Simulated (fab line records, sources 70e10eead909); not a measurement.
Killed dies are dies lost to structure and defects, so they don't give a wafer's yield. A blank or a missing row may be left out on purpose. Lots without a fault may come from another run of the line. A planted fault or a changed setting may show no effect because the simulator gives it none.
Chamber matching | flow nand_harc | NHARC_P_M2_ETCH_35 on rie_diel-09: 4 sister chambers
The step etches the open film in N2/H2, target depth 40 nm, overetch 12 nm, time 43.94 s. 4 wafers are shown with their chamber, then 12 later ones without.

WAFERS WITH THEIR CHAMBER
wafer  | chamber | showerhead_plenum_p_Torr (Torr)
L082.1 | 1       | 2.17
L083.4 | 3       | 2.01
L085.2 | 2       | 2.14
L085.4 | 0       | 2.02

WAFERS WITHOUT THEIR CHAMBER
wafer  | showerhead_plenum_p_Torr (Torr)
L086.1 | 2.01
L086.2 | 2.14
L086.5 | 2.17
L088.4 | 2.00
L088.5 | 2.00
L088.6 | 2.02
L092.1 | 2.14
L092.4 | 2.17
L092.5 | 2.14
L096.2 | 2.02
L096.4 | 2.14
L096.5 | 2.02

WHICH CHAMBER EACH WENT THROUGH
wafer  | from the rows above | in truth
L086.1 | 3                   | 3
L086.2 | 2                   | 2
L086.5 | 1                   | 1
L088.4 | 3                   | 3
L088.5 | 3                   | 3
L088.6 | 0                   | 0
L092.1 | 2                   | 2
L092.4 | 1                   | 1
L092.5 | 2                   | 2
L096.2 | 0                   | 0
L096.4 | 2                   | 2
L096.5 | 0                   | 0
Placed correctly: 12 of 12. Can't be placed from these rows: 0. Placed wrongly: 0.
How it was worked out, from the rows above alone: a wafer's distance from a chamber is the root of the sum, over the readings, of the square of ((its reading less the chamber's mean) divided by the reading's scatter). The wafer belongs to the nearest chamber; if the next one is less than 2 further off, it can't be placed. A chamber's mean is the mean of its shown wafers. The scatter: with one shown wafer a chamber, the root of the mean of the squares of how far each hidden wafer lies from its nearest shown one.
